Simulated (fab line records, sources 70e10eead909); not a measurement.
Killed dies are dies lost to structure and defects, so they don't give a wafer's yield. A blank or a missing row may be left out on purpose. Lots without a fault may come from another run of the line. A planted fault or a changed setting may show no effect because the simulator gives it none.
Which tool did it? | flow nand_harc | 11 lots, 33 wafers sampled, at 5 steps of a route of 1159

WHAT THE GAUGES READ, wafer by wafer
NHARC_END_SORT_01. Usual: killed_at_array 28, standard deviation 9.1; killed_at_other 0.6, standard deviation 0.87; killed_at_periphery 3.4, standard deviation 2.7; killed_dies 32, standard deviation 9; killed_open 3.2, standard deviation 1.9; killed_short 2.0, standard deviation 1.3.
lot  | measured     | on        | killed_at_array | killed_at_other | killed_at_periphery | killed_dies | killed_open | killed_short | flag
L545 | day 22 05:53 | prober-02 | 35 35 38        | 0 0 1           | 5 9 7               | 40 44 46    | 2 4 7       | 2 1 1        |

WHICH TOOL RAN EACH LOT (tool, then ch and the chambers of the sampled wafers, then the start)
lot  | NHARC_A_SLIT_ETCH_24               | NHARC_A_SLIT_ETCH_15                          | NHARC_A_WL_FILL_ETCHBACK_04       | NHARC_A_WL_FILL_ETCHBACK_17
L540 | rie_diel-11 ch 1,2,3, day 14 14:28 | rie_diel-11 ch 0,2, day 15 11:39 or earlier   | rie_metal-03 ch 0,1, day 15 11:39 | rie_metal-03 ch 0,1, day 15 22:40
L541 | rie_diel-03 ch 1,2,3, day 14 14:52 | rie_diel-03 ch 0,1,3, day 15 14:25 or earlier | rie_metal-01 ch 0,1, day 15 14:25 | rie_metal-01 ch 0,1, day 15 22:34
L544 | rie_diel-03 ch 0,2,3, day 14 23:29 | rie_diel-03 ch 0,1,2, day 15 17:25 or earlier | rie_metal-03 ch 0,1, day 15 17:25 | rie_metal-02 ch 0,1, day 16 05:53
L543 | rie_diel-12 ch 0,2, day 15 00:46   | rie_diel-12 ch 2,3, day 15 17:40 or earlier   | rie_metal-01 ch 0,1, day 15 17:40 | rie_metal-01 ch 0,1, day 16 03:54
L546 | rie_diel-03 ch 2,3, day 16 11:45   | rie_diel-03 ch 2,3, day 17 02:52 or earlier   | rie_metal-01 ch 0,1, day 17 02:52 | rie_metal-03 ch 0,1, day 17 13:57
L545 | rie_diel-03 ch 0,2,3, day 16 21:15 | rie_diel-03 ch 0,1,2, day 17 19:12 or earlier | rie_metal-03 ch 0,1, day 17 19:12 | rie_metal-01 ch 0,1, day 18 03:04
L553 | rie_diel-11 ch 0,3, day 17 03:40   | rie_diel-11 ch 0,1,3, day 17 22:02 or earlier | rie_metal-02 ch 0,1, day 17 22:02 | rie_metal-03 ch 0,1, day 18 10:10
L550 | rie_diel-03 ch 0,1,2, day 17 03:53 | rie_diel-03 ch 0,1, day 17 20:56 or earlier   | rie_metal-01 ch 0,1, day 17 20:56 | rie_metal-01 ch 0,1, day 18 12:25
L559 | rie_diel-03 ch 1,2, day 19 08:50   | rie_diel-03 ch 0,3, day 20 07:24 or earlier   | rie_metal-03 ch 0, day 20 07:24   | rie_metal-02 ch 0,1, day 20 19:46
L560 | rie_diel-11 ch 0,3, day 19 15:18   | rie_diel-11 ch 0,1,3, day 20 10:51 or earlier | rie_metal-01 ch 0,1, day 20 10:51 | rie_metal-01 ch 0,1, day 20 19:45
L561 | rie_diel-03 ch 0,1,3, day 19 21:01 | rie_diel-03 ch 0,1,3, day 20 15:29 or earlier | rie_metal-02 ch 0,1, day 20 15:29 | rie_metal-01 ch 0,1, day 21 02:02
- NHARC_A_SLIT_ETCH_24: etches the open film in CF4/CHF3, target depth 121 nm, time 60.5 s.
- NHARC_A_SLIT_ETCH_15: etches the open film in O2/COS, target depth 3200 nm, time 832 s.
- NHARC_A_WL_FILL_ETCHBACK_04: etches the open film in NF3, target depth 60 nm, time 120 s.
- NHARC_A_WL_FILL_ETCHBACK_17: etches the open film in Cl2/BCl3, target depth 4 nm, time 26.7 s.

WHAT THE TOOLS THEMSELVES READ (means of the sampled wafers that have a number; where no wafer has one, the mark that the record gives instead)
NHARC_A_SLIT_ETCH_24. Usual: cf4_flow_sccm 100.0 sccm, standard deviation 0.31; drypump_motor_current_A 5.8 A, standard deviation 0.4; oes_product_au 0.961 a.u., standard deviation 0.017; rf_vpp_V 369.9 V, standard deviation 2.5; showerhead_plenum_p_Torr 1.55 Torr, standard deviation 0.071; throttle_valve_pct 16.804 %, standard deviation 0.0095.
lot  | tool        | cf4_flow_sccm (sccm) | drypump_motor_current_A (A) | oes_product_au (a.u.) | rf_vpp_V (V) | showerhead_plenum_p_Torr (Torr) | throttle_valve_pct (%) | flag
L540 | rie_diel-11 | 100.1                | 5.3                         | 0.966                 | 370.4        | 1.57                            | 16.808                 |
L541 | rie_diel-03 | 100.0                | 5.7                         | 0.960                 | 371.4        | 1.59                            | 16.802                 |
L544 | rie_diel-03 | 100.0                | 5.4                         | 0.970                 | 371.5        | 1.60                            | 16.805                 |
L543 | rie_diel-12 | 99.7                 | 6.2                         | 0.963                 | 368.5        | 1.53                            | 16.813                 |
L546 | rie_diel-03 | 100.0                | 5.5                         | 0.935                 | 373.4        | 1.65                            | 16.811                 |
L545 | rie_diel-03 | 100.0                | 5.4                         | 0.951                 | 371.4        | 1.60                            | 16.795                 |
L553 | rie_diel-11 | 99.9                 | 5.6                         | 0.967                 | 368.2        | 1.51                            | 16.796                 |
L550 | rie_diel-03 | 99.8                 | 5.5                         | 0.924                 | 368.7        | 1.55                            | 16.807                 |
L559 | rie_diel-03 | 100.0                | 5.6                         | 0.956                 | 371.0        | 1.59                            | 16.806                 |
L560 | rie_diel-11 | 99.7                 | 5.6                         | 0.980                 | 368.6        | 1.51                            | 16.812                 |
L561 | rie_diel-03 | 99.9                 | 5.6                         | 0.960                 | 371.1        | 1.54                            | 16.797                 |

NHARC_A_SLIT_ETCH_15. Usual: drypump_motor_current_A 5.7 A, standard deviation 0.41; oes_product_au 0.999 a.u., standard deviation 0.0085; rf_vpp_V 313.7 V, standard deviation 2.1; showerhead_plenum_p_Torr 3.09 Torr, standard deviation 0.14; throttle_valve_pct 28.329 %, standard deviation 0.0085.
lot  | tool        | drypump_motor_current_A (A) | oes_product_au (a.u.) | rf_vpp_V (V) | showerhead_plenum_p_Torr (Torr) | throttle_valve_pct (%) | flag
L540 | rie_diel-11 | 5.2                         | 1.002                 | 313.8        | 3.09                            | 28.329                 |
L541 | rie_diel-03 | 5.6                         | 1.000                 | 313.8        | 3.07                            | 28.323                 |
L544 | rie_diel-03 | 5.5                         | 0.998                 | 313.5        | 3.07                            | 28.320                 |
L543 | rie_diel-12 | 6.1                         | 0.999                 | 312.7        | 3.02                            | 28.327                 |
L546 | rie_diel-03 | 5.5                         | 1.001                 | 315.1        | 3.26                            | 28.325                 |
L545 | rie_diel-03 | 5.5                         | 0.999                 | 313.2        | 3.07                            | 28.328                 |
L553 | rie_diel-11 | 5.5                         | 0.999                 | 312.6        | 3.05                            | 28.335                 |
L550 | rie_diel-03 | 5.7                         | 0.991                 | 311.9        | 2.95                            | 28.326                 |
L559 | rie_diel-03 | 5.4                         | 0.996                 | 314.8        | 3.18                            | 28.328                 |
L560 | rie_diel-11 | 5.5                         | 0.996                 | 313.2        | 3.05                            | 28.330                 |
L561 | rie_diel-03 | 5.6                         | 0.994                 | 313.1        | 3.06                            | 28.322                 |

NHARC_A_WL_FILL_ETCHBACK_04. Usual: drypump_motor_current_A 5.8 A, standard deviation 0.42; oes_product_au 0.999 a.u., standard deviation 0.011; run_length_s 141.2 s, standard deviation 0.47.
lot  | tool         | drypump_motor_current_A (A) | oes_product_au (a.u.) | run_length_s (s) | flag
L540 | rie_metal-03 | 6.2                         | 0.999                 | 141.2            |
L541 | rie_metal-01 | 5.7                         | 1.001                 | 140.7            |
L544 | rie_metal-03 | 6.3                         | 0.999                 | 141.2            |
L543 | rie_metal-01 | 5.7                         | 0.999                 | 140.7            |
L546 | rie_metal-01 | 5.7                         | 0.999                 | 141.2            |
L545 | rie_metal-03 | 6.4                         | 0.999                 | 141.4            |
L553 | rie_metal-02 | 5.2                         | 1.003                 | 141.6            |
L550 | rie_metal-01 | 5.8                         | 1.002                 | 140.9            |
L559 | rie_metal-03 | 6.5                         | 1.011                 | 141.2            |
L560 | rie_metal-01 | 5.7                         | 0.997                 | 141.1            |
L561 | rie_metal-02 | 5.4                         | 0.991                 | 141.3            |

NHARC_A_WL_FILL_ETCHBACK_17. Usual: drypump_motor_current_A 5.8 A, standard deviation 0.41; oes_product_au 1.000 a.u., standard deviation 0.01; run_length_s 47.9 s, standard deviation 0.48.
lot  | tool         | drypump_motor_current_A (A) | oes_product_au (a.u.) | run_length_s (s) | flag
L540 | rie_metal-03 | 6.3                         | 1.006                 | 47.8             |
L541 | rie_metal-01 | 5.8                         | 0.992                 | 47.8             |
L544 | rie_metal-02 | 5.4                         | 0.990                 | 47.9             |
L543 | rie_metal-01 | 5.7                         | 0.994                 | 47.8             |
L546 | rie_metal-03 | 6.3                         | 0.998                 | 47.9             |
L545 | rie_metal-01 | 5.7                         | 0.996                 | 48.0             |
L553 | rie_metal-03 | 6.2                         | 1.010                 | 44.4             | OFF
L550 | rie_metal-01 | 5.8                         | 0.999                 | 47.7             |
L559 | rie_metal-02 | 5.4                         | 0.999                 | 48.0             |
L560 | rie_metal-01 | 5.7                         | 0.995                 | 47.8             |
L561 | rie_metal-01 | 5.7                         | 1.004                 | 47.6             |

THE ANSWER, worked out from the rows above alone
Rule: a lot is off if the mean of its wafers that have a number lies more than 3 standard deviations from the usual mean. A lot without any number at a reading at which 4 lots or more have one is off too. The other lots that the step has rows for count as sound. The gauges are gone through in route order, then the tools' own readings, and for those a lot's mean is taken as printed above. The first step at which some lot is off is used, and at that step the reading that is off furthest; a lot without a number counts as furthest.
Off: L553, at NHARC_A_WL_FILL_ETCHBACK_17 (run_length_s).
A tool fits if, at that step or a process step before it, it ran every lot that is off, and no sound lot after the first of them. NHARC_A_SLIT_ETCH_15 gives no start for some lots, so the hours and the order of its lots are those of NHARC_A_WL_FILL_ETCHBACK_04. One fits: rie_metal-03 at NHARC_A_WL_FILL_ETCHBACK_17. Its last sound lot is L546 (day 17 13:57), its first lot that is off L553 (day 18 10:10): a fault that began between those two fits.
The tool's own readings at NHARC_A_WL_FILL_ETCHBACK_17 bear it out: on the lots that are off they differ by more than 5 times the standard deviation of the sound lots' means. run_length_s reads 44.4 s there against 47.8 s on the sound lots.

WHAT THE SIMULATOR HAD PUT IN
Process parameter drift: rie_metal-03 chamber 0, from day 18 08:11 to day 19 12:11, at NHARC_A_WL_FILL_ETCHBACK_17. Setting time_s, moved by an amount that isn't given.
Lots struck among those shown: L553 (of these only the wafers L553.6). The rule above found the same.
